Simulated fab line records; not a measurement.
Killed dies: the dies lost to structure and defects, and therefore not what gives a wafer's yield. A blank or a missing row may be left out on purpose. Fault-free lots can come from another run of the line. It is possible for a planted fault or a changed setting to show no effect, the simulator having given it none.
Matching of chambers    flow n5 finfet    4 sister chambers for N5_GATE_CUT_HM_OPEN_40 on rie diel-05
The step chemistry C4F6/O2, target SiO2, target depth 139 nm, time 85.1 s. 8 wafers are shown with their chamber, then 9 later ones without.

WAFERS PAIRED WITH THEIR CHAMBERS
wafer   chamber  showerhead plenum p Torr (Torr)  rf vpp V (V)
L086.2  0        2.93                             659
L086.4  3        2.79                             653
L088.3  3        2.79                             653
L088.5  2        2.77                             653
L090.2  0        2.93                             659
L092.1  2        2.76                             652
L092.3  1        3.01                             663
L092.6  1        3.01                             664

WAFERS MISSING THEIR CHAMBER
wafer   showerhead plenum p Torr (Torr)  rf vpp V (V)
L094.2  2.76                             653
L094.3  2.79                             652
L094.6  2.79                             652
L095.1  2.93                             658
L095.2  2.79                             654
L095.3  3.01                             664
L095.4  2.76                             652
L095.5  3.01                             664
L095.6  2.93                             659

WHICH CHAMBER EACH WENT THROUGH
wafer   from the rows above  in truth
L094.2  2                    2
L094.3  3                    3
L094.6  3                    3
L095.1  0                    0
L095.2  3                    3
L095.3  1                    1
L095.4  2                    2
L095.5  1                    1
L095.6  0                    0
Placed correctly: 9 of 9. From these rows, 0 cannot be placed. Wrongly placed: 0.
How it was worked out, from the rows above alone: a wafer's distance from a chamber is the root of the sum, over the readings, of the square of ((its reading less the chamber's mean) divided by the reading's scatter). If the next closest chamber is less than 2 further off than the closest, the wafer can't be placed; otherwise it belongs to the closest. The mean given for a chamber averages the wafers shown for that chamber. The scatter is the square root of a quotient: the sum, over the shown wafers, of each reading's squared deviation from its chamber's mean, divided by wafers minus chambers.
